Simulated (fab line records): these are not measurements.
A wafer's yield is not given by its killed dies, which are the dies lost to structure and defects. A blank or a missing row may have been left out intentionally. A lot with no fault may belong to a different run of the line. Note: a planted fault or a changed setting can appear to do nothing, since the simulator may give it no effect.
What tool caused it? -- flow n5 finfet -- 37 wafers from 13 lots sampled at 5 of the route's 1938 steps

WHAT THE GAUGES READ, wafer by wafer
The record lacks any reading of a measuring or inspecting step that a usual standard deviation could be used to judge.

EACH LOT AND THE TOOL THAT RAN IT (in order: tool; ch and the chambers of the sampled wafers; start)
lot,N5_HKMG_FIN_ALD_91,N5_HKMG_FIN_ALD_21,N5_HKMG_FIN_ALD_72,N5_HKMG_FIN_W_FILL_22,N5_PASSIVATION_PROBE_49
L256,"ald metal-03 ch 2,3, day 4 04:13","ald metal-03 ch 0,3, day 4 06:22","cvd w-01 ch 0,1, day 4 06:43","cvd w-01 ch 0,1, day 4 06:47",-
L257,"ald metal-03 ch 1,3, day 4 11:34","ald metal-01 ch 0,1,2, day 4 13:43","cvd w-01 ch 0,1, day 4 14:04","cvd w-01 ch 0,1, day 4 14:08",-
L260,"ald metal-03 ch 0,1,3, day 5 02:29","ald metal-02 ch 0,2, day 5 04:40","cvd w-01 ch 0,1, day 5 05:02","cvd w-01 ch 0,1, day 5 05:05",-
L262,"ald metal-02 ch 0,2, day 5 20:58","ald metal-01 ch 0,1,3, day 5 23:13","cvd w-02 ch 0,1, day 5 23:34","cvd w-02 ch 0,1, day 5 23:38",-
L265,"ald metal-02 ch 0,3, day 6 12:22","ald metal-01 ch 1,3, day 6 14:32","cvd w-02 ch 1, day 6 14:53","cvd w-02 ch 1, day 6 14:57",-
L268,"ald metal-01 ch 0,3, day 7 05:41","ald metal-01 ch 0,1, day 7 07:56","cvd w-02 ch 0,1, day 7 08:17","cvd w-02 ch 0,1, day 7 08:21","prober-02, day 16 16:41"
L271,"ald metal-02 ch 1,2,3, day 8 00:20","ald metal-01 ch 0,2,3, day 8 02:34","cvd w-01 ch 0,1, day 8 02:57","cvd w-01 ch 0,1, day 8 03:00",-
L270,"ald metal-01 ch 1,3, day 8 01:08","ald metal-02 ch 0,2, day 8 03:17","cvd w-02 ch 1, day 8 03:38","cvd w-02 ch 1, day 8 03:43",-
L274,"ald metal-01 ch 0,3, day 8 16:00","ald metal-03 ch 1,2, day 8 18:27","cvd w-02 ch 1, day 8 18:50","cvd w-02 ch 1, day 8 18:53",-
L276,"ald metal-01 ch 1,2, day 9 04:57","ald metal-03 ch 0,1,2, day 9 07:10","cvd w-01 ch 0,1, day 9 07:31","cvd w-01 ch 0,1, day 9 07:35",-
L277,"ald metal-01 ch 0,2, day 9 12:18","ald metal-02 ch 1,3, day 9 14:47","cvd w-01 ch 1, day 9 15:09","cvd w-01 ch 1, day 9 15:13",-
L278,"ald metal-01 ch 0,2, day 9 18:25","ald metal-01 ch 0,1,2, day 9 20:44","cvd w-01 ch 0, day 9 21:06","cvd w-01 ch 0, day 9 21:10",-
L279,"ald metal-01 ch 0,2, day 10 17:50","ald metal-01 ch 0,1,2, day 10 20:15","cvd w-01 ch 0,1, day 10 20:37","cvd w-01 ch 0,1, day 10 20:41",-
- N5_HKMG_FIN_ALD_91: deposits TiN, target thk 1 nm, pulse time 1 s, purge time 3 s.
- N5_HKMG_FIN_ALD_21: deposits TiN, target thk 1.5 nm, pulse time 1 s, purge time 3 s.
- N5_HKMG_FIN_ALD_72: deposits W, target thk 2 nm, pulse time 1 s, purge time 2 s.
- N5_HKMG_FIN_W_FILL_22: material W, target thk 60 nm, time 18.2 s.
- N5_PASSIVATION_PROBE_49

AS READ BY THE TOOLS THEMSELVES (means over the sampled wafers that have a number; for cases with no such wafer, the mark the record gives instead)
N5_HKMG_FIN_ALD_91.
lot,tool,heater power w (W),precursor pulse height rel
L256,ald metal-03,730,0.977
L257,ald metal-03,813,0.991
L260,ald metal-03,849,1.011
L262,ald metal-02,1021,0.994
L265,ald metal-02,996,0.989
L268,ald metal-01,844,1.004
L271,ald metal-02,964,1.002
L270,ald metal-01,858,0.991
L274,ald metal-01,844,1.002
L276,ald metal-01,952,1.005
L277,ald metal-01,951,0.991
L278,ald metal-01,878,1.010
L279,ald metal-01,944,0.994

N5_HKMG_FIN_ALD_21.
lot,tool,heater power w (W),precursor pulse height rel
L256,ald metal-03,825,0.998
L257,ald metal-01,899,1.016
L260,ald metal-02,991,0.998
L262,ald metal-01,857,1.012
L265,ald metal-01,843,0.995
L268,ald metal-01,874,0.999
L271,ald metal-01,878,0.996
L270,ald metal-02,998,1.013
L274,ald metal-03,813,1.002
L276,ald metal-03,818,1.010
L277,ald metal-02,925,0.985
L278,ald metal-01,894,0.987
L279,ald metal-01,898,1.004

N5_HKMG_FIN_ALD_72.
lot,tool,heater power w (W),precursor pulse height rel
L256,cvd w-01,486,0.999
L257,cvd w-01,488,1.016
L260,cvd w-01,482,1.001
L262,cvd w-02,409,0.977
L265,cvd w-02,353,0.976
L268,cvd w-02,400,1.010
L271,cvd w-01,479,1.012
L270,cvd w-02,358,0.996
L274,cvd w-02,362,1.022
L276,cvd w-01,497,0.982
L277,cvd w-01,480,1.003
L278,cvd w-01,496,1.017
L279,cvd w-01,485,0.990

N5_HKMG_FIN_W_FILL_22.
lot,tool,heater power w (W),throttle valve pct (%)
L256,cvd w-01,864,19.8
L257,cvd w-01,865,19.6
L260,cvd w-01,875,19.4
L262,cvd w-02,731,18.6
L265,cvd w-02,642,18.8
L268,cvd w-02,724,18.6
L271,cvd w-01,867,19.8
L270,cvd w-02,630,18.9
L274,cvd w-02,638,18.9
L276,cvd w-01,864,19.5
L277,cvd w-01,863,20.0
L278,cvd w-01,869,19.3
L279,cvd w-01,879,19.5

N5_PASSIVATION_PROBE_49.
lot,tool,killed_at_M0_to_M3,killed_at_M4_up,killed at contacts,killed at front end,killed at other,killed dies,killed open,killed short
L268,prober-02,30,12,11,41,5,100,64,33

THE ANSWER, worked out from the rows above alone
Rule: the lots themselves supply what counts as usual. The widest of any qualifying gaps counts: lots, ordered by their means at a reading, are off when they make up no more than a third of the lots, leave a main group of 4 or more, and stand apart from it by 3 or more times the standard deviation of that group's means. A main group is skipped when, at the precision printed for the reading in the tables above, its means are all equal. A lot without any number at a reading at which 4 lots or more have one is off too. Any other lot the step has rows for is counted as sound. The gauges are gone through in route order, then the tools' own readings, and for those a lot's mean is taken as printed above. At the first step where some lot is off, the reading lying furthest off is the one used; lots without a number count as furthest.
Nothing can be told from this: no lot is off at any reading shown.

WHAT THE SIMULATOR PUT IN
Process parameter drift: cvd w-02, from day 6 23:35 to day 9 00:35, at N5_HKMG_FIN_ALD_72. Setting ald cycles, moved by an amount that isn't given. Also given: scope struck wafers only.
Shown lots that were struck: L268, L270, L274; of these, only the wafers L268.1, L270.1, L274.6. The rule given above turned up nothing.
